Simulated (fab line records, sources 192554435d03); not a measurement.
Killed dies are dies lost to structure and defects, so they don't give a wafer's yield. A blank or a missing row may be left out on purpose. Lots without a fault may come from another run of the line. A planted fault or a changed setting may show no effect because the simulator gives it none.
Split-lot experiment | flow n5_finfet | 7 lots, 21 wafers read, on a route of 1938 steps

THE SPLIT
At N5_MOL_CONTACT_COAG_ETCHBACK_134 (etches SiO2 in CHF3, target depth 10 nm, time 6.7 s), the setting time_s was moved away from the recipe's 6.7 s on 5 of the 21 wafers read, by -21.8% to -13.6%. The other wafers ran this setting at the recipe's value.

The reading is taken at the split's own step.

THE READING
CAR-EUV_of_MOL_CONTACT_COAG_COAT_34.thk_nm (the simulator's own value, which no gauge read), in nm, at N5_MOL_CONTACT_COAG_ETCHBACK_134 (etches SiO2 in CHF3, target depth 10 nm, time 6.7 s). The file gives no usual value for it. The 16 wafers here that ran the recipe average 15.6 nm, standard deviation 0.066 nm.

wafer  | tool, chamber at the split | time_s as run, s | against the recipe | CAR-EUV_of_MOL_CONTACT_COAG_COAT_34.thk_nm, nm | against lot-mates on the recipe
L077.3 | rie_diel-06, 1,2           | 6.7              | recipe             | 15.4                                           | -
L077.4 | rie_diel-06, 1,2           | 6.7              | recipe             | 15.4                                           | -
L077.5 | rie_diel-06, 1             | 5.24             | -21.8%             | 15.8                                           | +0.4
L079.3 | rie_diel-05, 3,3,2         | 6.7              | recipe             | 15.6                                           | -
L079.5 | rie_diel-05, 3,3,2         | 6.7              | recipe             | 15.6                                           | -
L079.6 | rie_diel-05, 3,3,2         | 6.7              | recipe             | 15.6                                           | -
L082.4 | rie_diel-02, 2,2,1         | 6.7              | recipe             | 15.6                                           | -
L082.5 | rie_diel-02, 2,2,1         | 6.7              | recipe             | 15.6                                           | -
L082.6 | rie_diel-02, 2,2,1         | 6.7              | recipe             | 15.6                                           | -
L091.3 | rie_diel-02, 3,0,3         | 6.7              | recipe             | 15.6                                           | -
L091.4 | rie_diel-02, 3,0,3         | 6.7              | recipe             | 15.6                                           | -
L091.5 | rie_diel-02, 3,0,3         | 6.7              | recipe             | 15.6                                           | -
L093.1 | rie_diel-06, 0,2           | 5.79             | -13.6%             | 15.8                                           | +0.2
L093.4 | rie_diel-06, 0,2           | 5.79             | -13.6%             | 15.8                                           | +0.2
L093.2 | rie_diel-06, 1             | 6.7              | recipe             | 15.6                                           | -
L094.2 | rie_diel-02, 3             | 5.633            | -15.9%             | 15.8                                           | +0.2
L094.4 | rie_diel-02, 2,1           | 6.7              | recipe             | 15.6                                           | -
L094.6 | rie_diel-02, 2,1           | 6.7              | recipe             | 15.6                                           | -
L095.2 | rie_diel-06, 0             | 5.669            | -15.4%             | 15.8                                           | +0.2
L095.5 | rie_diel-06, 1,2           | 6.7              | recipe             | 15.6                                           | -
L095.6 | rie_diel-06, 1,2           | 6.7              | recipe             | 15.6                                           | -
Where a row lists several chambers, the file gives one row for several wafers and doesn't say which wafer went through which chamber.

THE FIT
A straight line over all 21 wafers: CAR-EUV_of_MOL_CONTACT_COAG_COAT_34.thk_nm changes by -0.0134 nm for each +1% of time_s; r = -0.84; the points scatter about the line by 0.064 nm.
The same after taking each lot's own level away (the mean of its wafers on the recipe; 21 wafers): -0.0154 nm for each +1%; r = -0.98; scatter 0.02 nm.
On that fit, the largest move of time_s shifts the reading by 0.34 nm.
The lots' own levels span 15.40 to 15.60 nm, that is 3.0 times the standard deviation above.
So the lot-to-lot level changes the slope: the two fits differ.
Check: with one of the wafers moved furthest among these (-21.8%) left out of the fit, the line predicts +0.296 nm for it against its lot-mates. It came out at +0.4 nm against them.

OTHER SPLITS ON THESE WAFERS
These wafers also went through other splits before the reading. Each is held against what the fit with the lots' levels taken away leaves over:
other split on the same wafers        | wafers away from the commonest value | r with CAR-EUV_of_MOL_CONTACT_COAG_COAT_34.thk_nm (lot level and that fit taken away)
N5_DUMMY_GATE_ETCH_31 target_depth_a  | 4                                    | +0.12
N5_DUMMY_GATE_ETCH_32 time_s          | 7                                    | +0.16
N5_SD_EPI_N_ETCH_16 target_depth_a    | 8                                    | +0.08
N5_SD_EPI_N_EPI_21 temp_c             | 5                                    | +0.01
N5_HKMG_FIN_ETCH_55 bias_w            | 8                                    | +0.57
N5_GATE_CUT_COAT_27 spin_rpm          | 5                                    | -0.04
N5_GATE_CUT_DESCUM_18 time_s          | 9                                    | +0.08
N5_MOL_CONTACT_COAG_ETCH_106 source_w | 10                                   | -0.05

THE FILE'S OWN FIT
CAR-EUV_of_MOL_CONTACT_COAG_COAT_34.thk_nm changes by -0.0154 nm for each +1% of time_s, r = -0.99.
